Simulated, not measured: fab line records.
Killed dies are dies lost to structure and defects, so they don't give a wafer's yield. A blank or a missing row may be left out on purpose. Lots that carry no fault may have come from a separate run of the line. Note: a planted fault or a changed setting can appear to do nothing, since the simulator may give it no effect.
Struck lot and sound lot, side by side :: flow n5 finfet :: 36 steps out of a route of 1938
Sound: the wafers L856.4, L856.5, L856.6. Struck: wafers L864.3, L864.5. The cause is given at the end.
Order at every step that has rows: each side's tool, ch and its chambers, its first start. Under that, the readings that differ: sound wafers :: struck wafers :: difference of the means :: sigmas: that difference in standard deviations of wafers without a fault.
alike: readings whose means differ by less than 2 such deviations, and words and numbers that are the same on both sides. not compared: withheld readings, readings that some wafer has no value for, bounds like >300 that may hide the same value, and numbers for which the record gives no deviation and whose values overlap.
A row with sigmas, a row that says differs or no value, or rows on one side alone: a step with any of these is where the two part. Numbers that have no deviation but don't overlap get no sigmas and don't part them. A reading missing from all wafers of one side parts the sides only when that side holds two or more wafers.

first, 9 steps without rows for these wafers: N5_BEOL_M4_ANNEAL_95 (time 240 s); N5_BEOL_M4_SPUTTER_96 (material Cu, target thk 4.5 nm, time 8.29 s); N5_BEOL_M4_ECD_50 (material Cu, target thk 300 nm); N5_BEOL_M4_ANNEAL_51 (time 90 s); N5_BEOL_M4_CMP_52 (polishes, stops on SiOC, t overpolish 6.8 s, target thk 40 nm); N5_BEOL_M4_PRE_CLEAN_60 (time 15 s); N5_BEOL_M4_CO_CAP_55 (material Co, precursor CCTBA/H2, target thk 2 nm, time 102.1 s); N5_BEOL_M4_PRE_CLEAN_56 (time 15 s); N5_BEOL_M4_DEP_57 (deposits SiCN from 3MS/NH3, target thk 8 nm, time 14 s).
N5_BEOL_M4_RC_MEAS_101:
  sound on prober-02 ch 0, day 8 13:20; struck on prober-01 ch 0, day 10 22:42
reading: SS_N (mV/dec)
sound: 70.1 70.7 70.4
struck: 72.1 71.0
difference: +1.1
sigmas: +2
  alike: DIBL_N, DIBL_P, IOFF_N, IOFF_P, ION_N, ION_P, SS_P, VT_N, VT_P
then, 24 steps without rows for these wafers: N5_BEOL_M5_ILD_DEP_00 (deposits SiCOH lowk from DEMS/porogen, target thk 140.64 nm, time 25.9 s); N5_BEOL_M5_CURE_79 (cures SiCOH lowk, time 240 s); N5_BEOL_M5_PECVD_70 (deposits SiO2 from TEOS/O2, target thk 16 nm, time 18 s); N5_BEOL_M5_HM_DEP_02 (deposits TiN, target thk 20 nm); N5_BEOL_M5_COAT_59 (time 60 s, resist thk 60 nm); N5_BEOL_M5_COAT_60 (time 60 s, resist thk 12 nm); N5_BEOL_M5_COAT_71 (time 60 s, resist thk 5 nm); N5_BEOL_M5_COAT_05 (resist thk 30 nm); N5_BEOL_M5_EBR_07; N5_BEOL_M5_SOFTBAKE_06 (time 60 s); N5_BEOL_M5_EXPOSE_08 (exposes mask M5, target cd 28 nm); N5_BEOL_M5_PEB_09 (peb time 60 s); N5_BEOL_M5_DEVELOP_10 (develop time 30 s); N5_BEOL_M5_DESCUM_16 (chemistry O2, time 7 s); N5_BEOL_M5_ETCH_72 (etches underlayer in N2/H2, target depth 6.5 nm, time 5.2 s); N5_BEOL_M5_ETCH_61 (etches SiARC in CF4, target depth 15.6 nm, time 26 s); N5_BEOL_M5_ETCH_62 (etches SOC in N2/H2, target depth 75 nm, overetch 15 nm, time 112.5 s); N5_BEOL_M5_STRIP_63 (strips in N2/H2); N5_BEOL_M5_STRIP_73 (strips in N2/H2); N5_BEOL_M5_STRIP_64 (strips in CF4); N5_BEOL_M5_HM_OPEN_17 (chemistry Cl2/BCl3, target TiN, target depth 20 nm, overetch 6 nm); N5_BEOL_M5_STRIP_19 (strips in O2); N5_BEOL_M5_COAT_65 (time 60 s, resist thk 60 nm); N5_BEOL_M5_COAT_66 (time 60 s, resist thk 12 nm).
-- record jumps: 4 days separate the struck wafers' starts on either side; left off in module BEOL_M5, taken up again in module PASSIVATION, whose first shown step is the route's number 1930 --
N5_PASSIVATION_ETCH_54: etches SiO2 in CHF3/O2, target depth 880 nm, time 440 s.
  sound on rie diel-05 ch 2,3, day 13 00:38; struck on rie diel-05 ch 0,1, day 15 07:07
reading: oes product au (a.u.)
sound: 0.85 0.91 0.85
struck: 0.69 0.69
difference: -0.18
sigmas: -2

reading: model.etch.depth nm (nm)
sound: 891.9 873.7 883.2
struck: 734.6 736.2
difference: -147.5
sigmas: 

reading: model.PASSIVATION.feature depth nm (nm)
sound: 892 873.6 883.2
struck: 734.6 736.2
difference: -147.5
sigmas: 
  alike: O2_flow_sccm, chamber pressure mTorr, drypump motor current A, rf vpp V, showerhead plenum p Torr, throttle valve pct
  not compared: rf hours counter h
N5_PASSIVATION_PROBE_49:
  only the struck wafers here have rows in the record (prober-02, day 15 10:17); the sound ones have none

WHERE THEY PART
First at N5_BEOL_M4_RC_MEAS_101; last, within this record, at N5_PASSIVATION_PROBE_49.

WHY: what the simulator had put in
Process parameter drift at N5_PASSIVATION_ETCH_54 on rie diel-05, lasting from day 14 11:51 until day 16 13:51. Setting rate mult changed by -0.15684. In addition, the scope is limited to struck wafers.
